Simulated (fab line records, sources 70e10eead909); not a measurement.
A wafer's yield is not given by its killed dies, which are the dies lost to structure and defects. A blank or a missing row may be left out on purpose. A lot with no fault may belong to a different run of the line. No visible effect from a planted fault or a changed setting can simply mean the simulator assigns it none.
fab line records	flow nand-harc
[record] lots = 12	wafers = 36	last-day = 24
route steps=1159 shown P_M2@350 P_BONDPAD@353 END@1159
lots that met no fault: from a run of the same line without faults
start-h: the number of hours between the record's first day and the start of the first shown wafer of the lot	wait-h: hours since the lot's step before	" repeats the value in the row above	L1.1+2: a row that stands for several wafers	- value missing, or start not given	* or withheld: withheld	< > ~ a bound
route shown NAME@n: NAME is a module with steps in the file, n the number in the route of the first one	usual: mean/standard deviation taken from wafers without a fault	same: alike in all rows	chamber/n: place in a boat	sites: readings site by site	_std_site: standard deviation across them	_edge_site: the outer-site mean with the inner-site mean subtracted	radius-mm: for every site, how far away it sits from the centre of the wafer	mask NAME#n: copy n	behind: the most recent tool/chamber to have shaped the wafer	hold: why the lot went on hold/how many hours it stayed there/how the hold came to an end	device: which transistor (n, p or np) failed to switch	end of line: the route-end tests of the same wafers	a step with no rows: only its recipe	killed: not the wafer's yield, but the dies lost to structure and defects at the first sort	map: the dies of a wafer, with x for killed, . for not killed, _ for no die there
set.NAME: the setting that was run; set.NAME@STEP: the one run at that earlier step	model.NAME: the simulator's own value behind a step, which no gauge read
route steps across a sampled set of lots; one table per step, one row per wafer
services: from which hour (start-h, from the record's first day; less than 0 if before it) a tool's chamber was out of use, for how many hours, and why
[[steps]]
[step NHARC_P_M2_DEP_33]
[recipe] target-thk-a = 300	temp-c = 370	target-thk-nm = 30	pressure-torr = 3	flow-sccm = 200	rf-w = 450	material = SiCN
[usual] chamber-pressure-Torr = 3.001/0.0064	heater-power-w = 590/90	showerhead-vpp-V = 1344/63
lot.wafer	tool	chamber	start-h	wait-h	chamber-pressure-Torr	heater-power-w	showerhead-vpp-V
L165.3	pecvd-04	1	135.42	0.1	2.996	611	1375
L165.1	"	0	"	"	3.002	413	1376
L165.5	"	0	"	"	3.006	417	1366
L166.2	pecvd-01	1	146.07	0.1	2.987	738	1370
L166.6	"	0	"	"	3.009	522	1286
L166.4	"	2	"	"	3.005	634	1463
L168.2	pecvd-04	0	157.58	0.1	2.998	447	1373
L168.4	"	0	"	"	3.005	442	1363
L168.5	"	2	"	"	2.993	654	1194
L171.3	pecvd-01	2	168.67	0.1	2.996	638	1466
L171.1	"	0	"	"	3.004	508	1292
L171.5	"	1	"	"	3.000	722	1362
L170.1	pecvd-01	2	169.75	0.1	3.006	687	1474
L170.6	"	1	"	"	3.002	668	1359
L170.5	"	0	"	"	2.999	510	1294
L172.2	pecvd-03	0	175.78	0.1	3.007	696	1346
L172.4	"	2	"	"	2.994	513	1347
L172.5	"	0	"	"	3.003	683	1339
L173.1	pecvd-01	0	178.85	0.1	3.002	452	1306
L173.6	"	1	"	"	2.995	640	1362
L173.4	"	2	"	"	3.003	696	1478
L178.1	pecvd-03	1	201.49	0.1	3.006	499	1336
L178.3	"	2	"	"	2.998	485	1362
L178.4	"	2	"	"	3.010	488	1365
L176.2	pecvd-03	2	203.22	0.1	2.996	551	1356
L176.1	"	0	"	"	2.999	709	1370
L176.4	"	0	"	"	3.000	699	1349
L183.1	pecvd-01	1	237.62	0.1	3.004	715	1343
L183.3	"	0	"	"	3.002	522	1312
L183.4	"	1	"	"	3.006	735	1336
L185.2	pecvd-03	1	247.35	0.1	2.997	485	1347
L185.6	"	1	"	"	3.004	486	1349
L185.4	"	2	"	"	2.995	567	1347
L186.2	pecvd-04	0	262.03	0.1	3.007	404	1368
L186.3	"	1	"	"	3.004	633	1352
L186.1	"	2	"	"	3.003	575	1214
[step NHARC_P_BONDPAD_THK_MEAS_33]
[recipe] thk-meas-gauge = ellipsometry
[usual] thk-nm = 200.2/1.4
lot.wafer	tool	chamber	start-h	wait-h	thk-nm
L165.1	film-metro-01	-	136.48	0.1	199.8
L165.3	"	-	"	"	200.1
L165.5	"	-	"	"	203.0
L166.2	film-metro-02	-	147.08	0.2	199.7
L166.4	"	-	"	"	200.8
L166.6	"	-	"	"	200.7
L168.2	film-metro-01	-	158.66	0.2	202.4
L168.4	"	-	"	"	199.2
L168.5	"	-	"	"	200.6
L171.1	film-metro-02	-	169.74	0.2	200.6
L171.3	"	-	"	"	200.1
L171.5	"	-	"	"	202.1
L170.1	film-metro-01	-	170.77	0.2	199.1
L170.5	"	-	"	"	201.0
L170.6	"	-	"	"	201.1
L172.2	film-metro-01	-	176.76	0.2	200.3
L172.4	"	-	"	"	200.7
L172.5	"	-	"	"	198.8
L173.1	film-metro-02	-	179.84	0.2	202.4
L173.4	"	-	"	"	200.8
L173.6	"	-	"	"	201.8
L178.1	film-metro-01	-	202.50	0.2	201.5
L178.3	"	-	"	"	199.6
L178.4	"	-	"	"	201.1
L176.1	film-metro-02	-	204.22	0.2	200.9
L176.2	"	-	"	"	200.8
L176.4	"	-	"	"	198.6
L183.1	film-metro-01	-	238.69	0.2	199.7
L183.3	"	-	"	"	198.9
L183.4	"	-	"	"	200.6
L185.2	film-metro-02	-	248.40	0.2	198.6
L185.4	"	-	"	"	200.5
L185.6	"	-	"	"	197.6
L186.1	film-metro-01	-	263.10	0.2	200.5
L186.2	"	-	"	"	200.6
L186.3	"	-	"	"	200.7
[step NHARC_P_BONDPAD_OVL_MEAS_38]
[usual] overlay-x-nm = -1/6.6	overlay-y-nm = 0/6.8
lot.wafer	tool	chamber	start-h	wait-h	overlay-x-nm	overlay-y-nm
L165.1	overlay-02	-	137.01	-	-9	-3
L165.3	"	-	"	"	-9	-2
L165.5	"	-	"	"	-8	-2
L166.2	overlay-01	-	147.73	-	-1	3
L166.4	"	-	"	"	0	2
L166.6	"	-	"	"	-1	3
L168.2	overlay-01	-	159.19	-	3	3
L168.4	"	-	"	"	3	3
L168.5	"	-	"	"	3	4
L171.1	overlay-02	-	170.39	-	0	-10
L171.3	"	-	"	"	-1	-10
L171.5	"	-	"	"	0	-10
L170.1	overlay-01	-	171.30	-	-9	-12
L170.5	"	-	"	"	-10	-13
L170.6	"	-	"	"	-9	-12
L172.2	overlay-01	-	177.41	-	1	-6
L172.4	"	-	"	"	1	-6
L172.5	"	-	"	"	1	-6
L173.1	overlay-01	-	180.37	-	-7	-2
L173.4	"	-	"	"	-7	-2
L173.6	"	-	"	"	-7	-2
L178.1	overlay-02	-	203.04	-	3	10
L178.3	"	-	"	"	4	10
L178.4	"	-	"	"	4	10
L176.1	overlay-02	-	204.88	-	-8	-12
L176.2	"	-	"	"	-8	-11
L176.4	"	-	"	"	-8	-11
L183.1	overlay-02	-	239.22	-	17	0
L183.3	"	-	"	"	17	0
L183.4	"	-	"	"	18	0
L185.2	overlay-01	-	249.07	-	-13	-2
L185.4	"	-	"	"	-13	-1
L185.6	"	-	"	"	-13	-2
L186.1	overlay-01	-	263.63	-	6	-6
L186.2	"	-	"	"	7	-6
L186.3	"	-	"	"	7	-6
[step NHARC_P_BONDPAD_ETCH_24]
[recipe] target-depth-a = 300	over-etch-frac = 0.3	time-s = 72.99	ion-energy-ev = 150	cf4-flow-sccm = 50	n2-flow-sccm = 100	ar-flow-sccm = 150	rf-w = 300	bias-w = 100	chemistry = CF4/N2
[usual] drypump-motor-current-A = 5.7/0.49	oes-product-au = 0.994/0.0079	rf-vpp-V = 313.7/2.2	showerhead-plenum-p-Torr = 2.60/0.11	throttle-valve-pct = 19.794/0.0089
[same] over-etch-frac = 0.3	time-s = 72.99
lot.wafer	tool	chamber	start-h	wait-h	drypump-motor-current-A	oes-product-au	rf-hours-counter-h	rf-vpp-V	showerhead-plenum-p-Torr	throttle-valve-pct
L165.3	rie-diel-09	1	138.08	-	4.9	0.990	6	315.4	2.74	19.804
L165.1	"	0	"	"	6.4	0.992	6	311.3	2.50	19.796
L165.5	"	1	"	"	4.9	1.005	-	316.3	2.74	19.787
L166.2	rie-diel-09	0	148.48	0.2	6.4	0.997	8	311.9	2.49	19.798
L166.6	"	0	"	"	6.3	1.011	-	312.2	2.49	19.817
L166.4	"	2	"	"	5.4	0.991	-	312.3	2.49	19.797
L168.4	rie-diel-09	0	159.97	-	6.3	1.011	9	312.2	2.49	19.782
L168.2	"	2	"	"	5.4	0.996	7	312.7	2.49	19.795
L168.5	"	0	"	"	6.4	0.999	-	310.7	2.49	19.789
L171.3	rie-diel-09	3	171.06	-	5.9	0.997	7	311.9	2.54	19.811
L171.1	"	2	"	"	5.5	0.982	8	311.7	2.49	19.792
L171.5	"	0	"	"	6.3	1.000	-	311.2	2.49	19.797
L170.1	rie-diel-09	2	172.00	-	5.4	0.989	8	312.1	2.49	19.797
L170.5	"	0	"	"	6.4	0.998	-	311.6	2.49	19.799
L170.6	"	1	"	"	4.9	0.989	-	317.0	2.74	19.797
L172.2	rie-diel-09	3	178.08	-	6.0	0.978	8	312.7	2.54	19.797
L172.4	"	1	"	"	4.9	0.988	11	316.1	2.74	19.802
L172.5	"	0	"	"	6.3	0.984	-	312.6	2.49	19.790
L173.1	rie-diel-13	1	181.08	-	5.2	0.999	24	313.7	2.59	19.804
L173.4	"	2	"	"	5.6	0.995	25	316.8	2.74	19.783
L173.6	"	2	"	"	5.6	1.009	-	315.7	2.74	19.794
L178.4	rie-diel-04	0	203.77	-	6.1	1.001	29	315.0	2.66	19.784
L178.1	"	1	"	"	5.5	0.991	29	317.6	2.77	19.795
L178.3	"	3	"	"	6.1	0.995	30	316.6	2.74	19.792
L176.2	rie-diel-09	2	205.74	0.2	5.4	0.988	11	311.8	2.48	19.786
L176.1	"	0	"	"	6.3	1.005	13	313.8	2.49	19.783
L176.4	"	2	"	"	5.5	0.993	-	311.8	2.48	19.778
L183.4	rie-diel-04	0	239.89	-	6.1	0.854	41	314.3	2.66	19.784
L183.1	"	2	"	"	5.4	0.996	44	313.5	2.51	19.799
L183.3	"	3	"	"	6.1	0.990	44	315.5	2.73	19.780
L185.4	rie-diel-09	2	249.73	-	5.5	0.976	17	310.2	2.48	19.787
L185.2	"	0	"	"	6.4	0.998	18	311.8	2.49	19.778
L185.6	"	3	"	"	6.0	0.999	-	311.7	2.54	19.779
L186.1	rie-diel-09	0	264.29	-	6.4	0.987	0	312.1	2.49	19.801
L186.3	"	1	"	"	4.9	0.994	0	316.8	2.74	19.798
L186.2	"	2	"	"	5.4	0.991	0	310.9	2.48	19.769
[step NHARC_END_SORT_01]
[recipe] temp-c = 25
[usual] defect-limited-yield = 95.6/1.6	killed-at-array = 26/10	killed-at-other = 0.8/1.1	killed-at-periphery = 3.3/2.6	killed-dies = 30/11	killed-open = 3.4/1.8	killed-short = 2.0/1.3	sort_bin_2_pct = 1.4/0.6	sort_bin_3_pct = 0.22/0.19	sort_bin_4_pct = 2.8/1.1	sort-n-pass = 647/11	sort-rim-yield-pct = 95.8/3	sort-yield-pct = 95.6/1.6
[same] gross-dies = 677	sort_bin_5_pct[%] = 0	sort_bin_6_pct[%] = 0	sort_bin_7_pct[%] = 0	sort_bin_8_pct[%] = 0	sort-rim-n-gross = 106.00
lot.wafer	tool	chamber	start-h	wait-h	defect-limited-yield[%]	killed-at-array	killed-at-other	killed-at-periphery	killed-dies	killed-open	killed-short	sort_bin_2_pct[%]	sort_bin_3_pct[%]	sort_bin_4_pct[%]	sort-n-pass	sort-rim-yield-pct[%]	sort-yield-pct[%]
L165.1	prober-02	0	448.94	2.5	96.8	18	1	3	22	5	0	0.7	0	2.5	655	95.3	96.8
L165.3	prober-02	0	450.56	3.1	97.6	12	1	3	16	2	2	0.6	0	1.8	661	98.1	97.6
L165.5	prober-02	0	452.17	3.7	97.0	16	2	2	20	0	3	0.6	0.15	2.2	657	96.2	97.0
L166.2	prober-01	0	457.31	2.8	97.8	11	0	4	15	5	1	0.3	0.15	1.8	662	99.1	97.8
L166.4	prober-01	0	458.87	3.3	98.1	11	0	2	13	3	2	0.6	0.15	1.2	664	98.1	98.1
L166.6	prober-01	0	460.42	3.9	97.0	18	0	2	20	3	2	0.7	0	2.2	657	99.1	97.0
L168.2	prober-02	0	465.56	2.8	97.2	17	1	1	19	1	1	0.4	0.15	2.2	658	100.0	97.2
L168.4	prober-02	0	467.18	3.4	97.9	10	0	4	14	0	3	0.3	0	1.8	663	99.1	97.9
L168.5	prober-02	0	467.98	3.7	96.6	19	0	4	23	5	3	0.9	0.30	2.2	654	100.0	96.6
L170.1	prober-02	0	481.06	2.4	94.4	36	0	2	38	3	2	1.2	0.89	3.5	639	95.3	94.4
L170.5	prober-02	0	484.23	3.7	94.4	35	1	2	38	0	2	1.9	0.30	3.4	639	96.2	94.4
L170.6	prober-02	0	485.02	4.0	94.7	31	0	5	36	6	2	2.2	0.30	2.8	641	94.3	94.7
L171.1	prober-01	0	481.08	2.5	96.2	17	2	7	26	4	2	0.9	0	3.0	651	97.2	96.2
L171.3	prober-01	0	482.67	3.1	97.8	12	1	2	15	0	1	0.7	0	1.5	662	98.1	97.8
L171.5	prober-01	0	484.26	3.7	96.3	17	1	7	25	2	1	1.2	0.44	2.1	652	98.1	96.3
L173.1	prober-01	0	489.46	2.5	96.3	23	1	1	25	4	4	1.8	0.15	1.8	652	97.2	96.3
L173.4	prober-01	0	491.84	3.4	95.9	22	5	1	28	6	3	1.5	0.15	2.5	649	96.2	95.9
L173.6	prober-01	0	493.43	4.0	95.7	23	1	5	29	5	2	1.2	0.30	2.8	648	91.5	95.7
L172.2	prober-02	0	490.33	2.8	96.2	21	0	5	26	7	1	1.6	0.15	2.1	651	97.2	96.2
L172.4	prober-02	0	491.94	3.4	96.6	19	0	4	23	3	2	1.3	0.15	1.9	654	99.1	96.6
L172.5	prober-02	0	492.75	3.7	96.3	22	0	3	25	4	2	1.2	0.15	2.4	652	100.0	96.3
L176.1	prober-01	0	498.99	2.5	97.6	15	0	1	16	6	0	0.7	0.15	1.5	661	98.1	97.6
L176.2	prober-01	0	499.78	2.8	98.5	9	0	1	10	4	0	0.6	0	0.9	667	99.1	98.5
L178.1	prober-02	0	506.84	2.5	95.3	31	0	1	32	3	0	1.9	0.44	2.4	645	95.3	95.3
L178.3	prober-02	0	508.45	3.1	95.9	28	0	0	28	4	3	1.5	0.30	2.4	649	97.2	95.9
L178.4	prober-02	0	509.25	3.4	94.7	34	1	1	36	5	1	1.8	0.15	3.4	641	91.5	94.7
L183.1	prober-01	0	548.30	2.5	94.8	31	2	2	35	3	1	1.9	0.44	2.8	642	93.4	94.8
L183.3	prober-01	0	549.90	3.1	94.2	35	2	2	39	2	1	2.1	0.44	3.2	638	92.5	94.2
L183.4	prober-01	0	550.71	3.4	94.7	35	1	0	36	4	2	1.8	0.59	3.0	641	93.4	94.7
L185.2	prober-02	0	556.94	2.8	94.4	32	0	6	38	2	2	1.6	0.59	3.4	639	87.7	94.4
L185.4	prober-02	0	558.52	3.4	95.0	29	1	4	34	7	1	1.5	0.15	3.4	643	94.3	95.0
L185.6	prober-02	0	560.11	4.0	93.6	39	0	4	43	1	2	1.3	0.74	4.3	634	92.5	93.6
L186.1	prober-01	0	563.90	2.5	95.7	19	0	10	29	4	0	1.0	0.15	3.1	648	93.4	95.7
L186.2	prober-01	0	564.71	2.8	94.8	23	0	12	35	2	2	2.2	0.44	2.5	642	95.3	94.8
L186.3	prober-01	0	565.51	3.1	95.1	20	0	13	33	4	3	1.8	0.15	3.0	644	97.2	95.1
// killed by level:class
L165.1 A_STAIRCASE:chamber-film-flake=6 A_CHANNEL_HOLE_D1:chamber-film-flake=3 A_CONTACT:chamber-film-flake=3 A_M1:geometric-particle:open=2 A_SLIT:chamber-film-flake=2 P_M2:geometric-particle:open=1 A_CHANNEL_FILL_D1:geometric-particle:open=1 STARTING-WAFER:geometric-particle:open=1
L165.3 A_CHANNEL_HOLE_D1:chamber-film-flake=4 A_STAIRCASE:chamber-film-flake=3 A_SLIT:chamber-film-flake=2 P_ZERO_WELL:geometric-particle:open=1 P_CONTACT:geometric-particle:open=1 A_ONON_D1:geometric-particle:short=1 A_WL_FILL:geometric-particle:short=1 P_STI:chamber-film-flake=1
L165.5 A_STAIRCASE:chamber-film-flake=5 A_ZERO_WELL:chamber-film-flake=3 A_CHANNEL_HOLE_D1:chamber-film-flake=2 A_SLIT:chamber-film-flake=2 A_CONTACT:chamber-film-flake=2 A_CHANNEL_FILL_D1:geometric-particle:short=1 A_SGD_CUT:geometric-particle:short=1 P_STI:chamber-film-flake=1
L166.2 A_CHANNEL_HOLE_D1:chamber-film-flake=3 P_GATE:chamber-film-flake=2 P_STI:geometric-particle:open=1 P_CONTACT:geometric-particle:open=1 A_CHANNEL_HOLE_D1:geometric-particle:open=1 A_CONTACT:geometric-particle:open=1 A_M0:geometric-particle:open=1 A_M0:geometric-particle:short=1
L166.4 A_CHANNEL_HOLE_D1:chamber-film-flake=3 A_WL_FILL:geometric-particle:short=2 A_CONTACT:geometric-particle:open=2 P_CONTACT:geometric-particle:open=1 P_GATE:chamber-film-flake=1 A_ZERO_WELL:chamber-film-flake=1 A_CHANNEL_FILL_D1:chamber-film-flake=1 A_STAIRCASE:chamber-film-flake=1
L166.6 A_CHANNEL_HOLE_D1:chamber-film-flake=3 A_STAIRCASE:chamber-film-flake=3 A_M0:chamber-film-flake=3 A_BLC:chamber-film-flake=2 A_BLC:geometric-particle:short=2 A_CONTACT:chamber-film-flake=2 P_M2:geometric-particle:open=1 A_CHANNEL_HOLE_D1:geometric-particle:open=1
L168.2 A_STAIRCASE:chamber-film-flake=8 A_CHANNEL_HOLE_D1:chamber-film-flake=3 A_SLIT:chamber-film-flake=3 A_CHANNEL_FILL_D1:geometric-particle:open=1 P_M1:chamber-film-flake=1 STARTING-WAFER:geometric-particle:short=1 A_CONTACT:chamber-film-flake=1 A_M0:chamber-film-flake=1
L168.4 P_ZERO_WELL:chamber-film-flake=3 A_ONON_D1:geometric-particle:short=2 A_STAIRCASE:chamber-film-flake=2 A_SLIT:chamber-film-flake=2 A_CHANNEL_FILL_D1:geometric-particle:short=1 P_M1:chamber-film-flake=1 A_CHANNEL_HOLE_D1:chamber-film-flake=1 A_WL_FILL:chamber-film-flake=1
L168.5 A_STAIRCASE:chamber-film-flake=8 A_SLIT:chamber-film-flake=3 P_M1:chamber-film-flake=2 A_CHANNEL_HOLE_D1:chamber-film-flake=2 P_M0:geometric-particle:open=1 P_M2:geometric-particle:open=1 A_ONON_D1:geometric-particle:open=1 A_CHANNEL_HOLE_D1:geometric-particle:short=1
L170.1 A_SLIT:chamber-film-flake=13 A_CHANNEL_HOLE_D1:chamber-film-flake=9 A_STAIRCASE:chamber-film-flake=6 A_CONTACT:chamber-film-flake=3 A_ZERO_WELL:chamber-film-flake=2 P_GATE:geometric-particle:short=1 P_CONTACT:geometric-particle:open=1 A_ONON_D1:geometric-particle:open=1
L171.1 A_STAIRCASE:chamber-film-flake=6 P_M2:chamber-film-flake=5 A_CHANNEL_HOLE_D1:chamber-film-flake=3 A_WL_FILL:chamber-film-flake=2 THIN_TSV:chamber-film-flake=2 P_STI:geometric-particle:open=1 P_GATE:geometric-particle:open=1 A_ONON_D1:geometric-particle:short=1
L171.3 A_CONTACT:chamber-film-flake=6 A_STAIRCASE:chamber-film-flake=3 A_CHANNEL_HOLE_D1:chamber-film-flake=2 A_M0:geometric-particle:short=1 P_ZERO_WELL:chamber-film-flake=1 P_M2:chamber-film-flake=1 THIN_TSV:chamber-film-flake=1
L170.5 A_SLIT:chamber-film-flake=14 A_CHANNEL_HOLE_D1:chamber-film-flake=10 A_STAIRCASE:chamber-film-flake=4 A_CONTACT:chamber-film-flake=4 A_ONON_D1:geometric-particle:short=2 P_M2:chamber-film-flake=2 A_ZERO_WELL:chamber-film-flake=1 HYBRID_BOND:chamber-film-flake=1
L171.5 A_STAIRCASE:chamber-film-flake=7 P_M2:chamber-film-flake=6 A_CHANNEL_HOLE_D1:chamber-film-flake=3 A_WL_FILL:chamber-film-flake=2 A_CONTACT:chamber-film-flake=2 P_M0:geometric-particle:open=1 A_CHANNEL_FILL_D1:geometric-particle:open=1 A_CHANNEL_FILL_D1:geometric-particle:short=1
L170.6 A_SLIT:chamber-film-flake=11 A_CHANNEL_HOLE_D1:chamber-film-flake=7 A_STAIRCASE:chamber-film-flake=3 P_M0:geometric-particle:open=2 A_CHANNEL_HOLE_D1:geometric-particle:open=2 A_ZERO_WELL:chamber-film-flake=2 A_CONTACT:chamber-film-flake=2 P_CONTACT:geometric-particle:open=1
L173.1 A_CHANNEL_HOLE_D1:chamber-film-flake=6 A_SLIT:chamber-film-flake=4 A_STAIRCASE:chamber-film-flake=3 A_ONON_D1:geometric-particle:open=2 A_CONTACT:chamber-film-flake=2 P_CONTACT:geometric-particle:short=1 A_ONON_D1:geometric-particle:short=1 A_CHANNEL_HOLE_D1:geometric-particle:short=1
L172.2 A_STAIRCASE:chamber-film-flake=8 A_CHANNEL_HOLE_D1:chamber-film-flake=5 A_CONTACT:chamber-film-flake=3 P_CONTACT:geometric-particle:open=2 P_GATE:geometric-particle:open=1 P_M0:geometric-particle:open=1 A_CHANNEL_HOLE_D1:geometric-particle:short=1 A_CONTACT:geometric-particle:open=1
L173.4 THIN_TSV:chamber-film-flake=5 A_STAIRCASE:chamber-film-flake=4 A_CHANNEL_HOLE_D1:chamber-film-flake=4 A_CONTACT:chamber-film-flake=4 A_CONTACT:geometric-particle:open=2 A_BLC:geometric-particle:open=2 A_ONON_D1:geometric-particle:short=1 A_CHANNEL_HOLE_D1:geometric-particle:short=1
L172.4 A_STAIRCASE:chamber-film-flake=5 P_ZERO_WELL:chamber-film-flake=3 A_CHANNEL_HOLE_D1:chamber-film-flake=3 A_CONTACT:geometric-particle:open=2 A_SLIT:chamber-film-flake=2 A_CONTACT:chamber-film-flake=2 P_CONTACT:geometric-particle:short=1 A_WL_FILL:geometric-particle:open=1
L172.5 A_STAIRCASE:chamber-film-flake=6 A_CHANNEL_HOLE_D1:chamber-film-flake=3 A_CONTACT:chamber-film-flake=3 A_WL_FILL:geometric-particle:open=2 P_ZERO_WELL:chamber-film-flake=2 A_ZERO_WELL:chamber-film-flake=2 P_CONTACT:geometric-particle:open=1 A_SGD_CUT:geometric-particle:short=1
L173.6 A_STAIRCASE:chamber-film-flake=9 A_CHANNEL_HOLE_D1:chamber-film-flake=4 A_CONTACT:chamber-film-flake=4 P_ZERO_WELL:chamber-film-flake=3 A_ONON_D1:geometric-particle:open=2 A_CONTACT:geometric-particle:open=2 P_GATE:geometric-particle:open=1 A_CHANNEL_FILL_D1:geometric-particle:short=1
L176.1 A_CHANNEL_HOLE_D1:chamber-film-flake=7 A_CHANNEL_FILL_D1:geometric-particle:open=2 A_ONON_D1:geometric-particle:open=1 A_CHANNEL_HOLE_D1:geometric-particle:open=1 A_WL_FILL:geometric-particle:open=1 A_CONTACT:geometric-particle:open=1 P_ZERO_WELL:chamber-film-flake=1 A_ZERO_WELL:chamber-film-flake=1
L176.2 A_CHANNEL_HOLE_D1:chamber-film-flake=4 A_CONTACT:geometric-particle:open=3 A_M0:geometric-particle:open=1 P_ZERO_WELL:chamber-film-flake=1 A_CONTACT:chamber-film-flake=1
L178.1 A_SLIT:chamber-film-flake=18 A_CHANNEL_HOLE_D1:chamber-film-flake=9 P_M0:geometric-particle:open=1 A_CHANNEL_FILL_D1:geometric-particle:open=1 A_CONTACT:geometric-particle:open=1 A_STAIRCASE:chamber-film-flake=1 A_CONTACT:chamber-film-flake=1
L178.3 A_SLIT:chamber-film-flake=12 A_CHANNEL_HOLE_D1:chamber-film-flake=9 A_M1:geometric-particle:open=2 A_SOURCE_PLATE:geometric-particle:short=1 A_CHANNEL_FILL_D1:geometric-particle:open=1 A_WL_FILL:geometric-particle:short=1 A_CONTACT:geometric-particle:open=1 A_M0:geometric-particle:short=1
L178.4 A_CHANNEL_HOLE_D1:chamber-film-flake=15 A_SLIT:chamber-film-flake=10 A_CHANNEL_FILL_D1:geometric-particle:open=3 A_WL_FILL:chamber-film-flake=2 A_CONTACT:chamber-film-flake=2 P_GATE:geometric-particle:short=1 A_CONTACT:geometric-particle:open=1 STARTING-WAFER:geometric-particle:open=1
L183.1 A_SLIT:chamber-film-flake=17 A_CHANNEL_HOLE_D1:chamber-film-flake=7 P_GATE:chamber-film-flake=2 A_STAIRCASE:chamber-film-flake=2 THIN_TSV:chamber-film-flake=2 A_ONON_D1:geometric-particle:open=1 A_SLIT:geometric-particle:short=1 A_BLC:geometric-particle:open=1
L183.3 A_SLIT:chamber-film-flake=18 A_CHANNEL_HOLE_D1:chamber-film-flake=8 A_CONTACT:chamber-film-flake=4 A_STAIRCASE:chamber-film-flake=3 P_M1:geometric-particle:open=1 A_WL_FILL:geometric-particle:open=1 P_STI:chamber-film-flake=1 STARTING-WAFER:geometric-particle:short=1
L183.4 A_SLIT:chamber-film-flake=16 A_CHANNEL_HOLE_D1:chamber-film-flake=13 A_CONTACT:geometric-particle:open=2 A_SGD_CUT:geometric-particle:open=1 A_WL_FILL:geometric-particle:short=1 A_BLC:geometric-particle:open=1 A_M1:geometric-particle:short=1 THIN_TSV:chamber-film-flake=1
L185.2 A_SLIT:chamber-film-flake=14 A_CHANNEL_HOLE_D1:chamber-film-flake=10 P_STI:chamber-film-flake=5 A_CONTACT:chamber-film-flake=4 P_M0:geometric-particle:short=1 A_SOURCE_PLATE:geometric-particle:open=1 A_CONTACT:geometric-particle:short=1 A_M1:geometric-particle:open=1
L185.4 A_SLIT:chamber-film-flake=15 A_CHANNEL_HOLE_D1:chamber-film-flake=6 A_CONTACT:geometric-particle:open=2 A_M0:geometric-particle:open=2 P_STI:chamber-film-flake=2 P_STI:geometric-particle:open=1 A_SOURCE_PLATE:geometric-particle:short=1 A_WL_FILL:geometric-particle:open=1
L185.6 A_SLIT:chamber-film-flake=18 A_CHANNEL_HOLE_D1:chamber-film-flake=17 P_STI:chamber-film-flake=3 A_STAIRCASE:chamber-film-flake=2 P_CONTACT:geometric-particle:short=1 A_STAIRCASE:geometric-particle:open=1 A_CONTACT:geometric-particle:short=1
L186.1 A_CHANNEL_HOLE_D1:chamber-film-flake=6 P_M0:chamber-film-flake=4 A_WL_FILL:chamber-film-flake=4 P_BONDPAD:chamber-film-flake=3 A_SGD_CUT:geometric-particle:open=2 P_ZERO_WELL:chamber-film-flake=2 A_STAIRCASE:chamber-film-flake=2 A_CONTACT:chamber-film-flake=2
L186.2 A_CHANNEL_HOLE_D1:chamber-film-flake=11 P_M0:chamber-film-flake=7 A_CONTACT:chamber-film-flake=4 A_SGD_CUT:chamber-film-flake=3 P_CONTACT:geometric-particle:open=2 P_BONDPAD:chamber-film-flake=2 A_WL_FILL:chamber-film-flake=2 A_SGD_CUT:geometric-particle:short=1
L186.3 A_CHANNEL_HOLE_D1:chamber-film-flake=14 P_M0:chamber-film-flake=5 P_BONDPAD:chamber-film-flake=3 P_STI:chamber-film-flake=2 P_STI:geometric-particle:short=1 P_M0:geometric-particle:open=1 A_ONON_D1:geometric-particle:open=1 A_SGD_CUT:geometric-particle:short=1
[[services]]
tool	chamber	start-h	hours	kind
rie-diel-04	-	111.90	9.0	pm
rie-diel-09	2	132.54	5.3	repair
rie-diel-09	0	135.12	-	clean
rie-diel-09	1	135.12	-	clean
rie-diel-09	3	135.12	-	clean
rie-diel-09	3	138.03	15.4	repair
rie-diel-04	-	159.35	0.2	repair
rie-diel-09	0	159.62	-	clean
rie-diel-09	1	159.62	-	clean
rie-diel-09	2	159.62	-	clean
rie-diel-09	3	159.62	-	clean
rie-diel-09	3	179.25	3.7	repair
rie-diel-09	0	184.12	-	clean
rie-diel-09	1	184.12	-	clean
rie-diel-09	2	184.12	-	clean
rie-diel-09	3	184.12	-	clean
pecvd-04	-	195.12	13.0	pm
rie-diel-09	3	203.13	6.7	repair
rie-diel-09	0	214.62	4.3	repair
rie-diel-04	2	222.48	4.4	repair
rie-diel-13	0	229.30	3.6	repair
rie-diel-13	-	237.17	0.5	repair
pecvd-01	-	237.88	13.0	pm
rie-diel-09	-	254.10	9.0	pm
[[key]]
[first-sign] step = NHARC_P_BONDPAD_ETCH_24	reading = oes-product-au	direction = down	sigmas = 18	usual = 0.994	struck = 0.854
effect none on later readings
met-at NHARC_P_BONDPAD_ETCH_24
struck-lots L183
struck-wafers L183.4
not-acting-at NHARC_P_M2_DEP_33,NHARC_P_BONDPAD_THK_MEAS_33,NHARC_P_BONDPAD_OVL_MEAS_38
onset-between 203.77 239.89
[fault] kind = process-parameter-drift	tool = rie-diel-04	chamber = 0	onset-h = 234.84	steps = NHARC_P_BONDPAD_ETCH_24	channel = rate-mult	offset = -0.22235	shape = step	end-h = 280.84
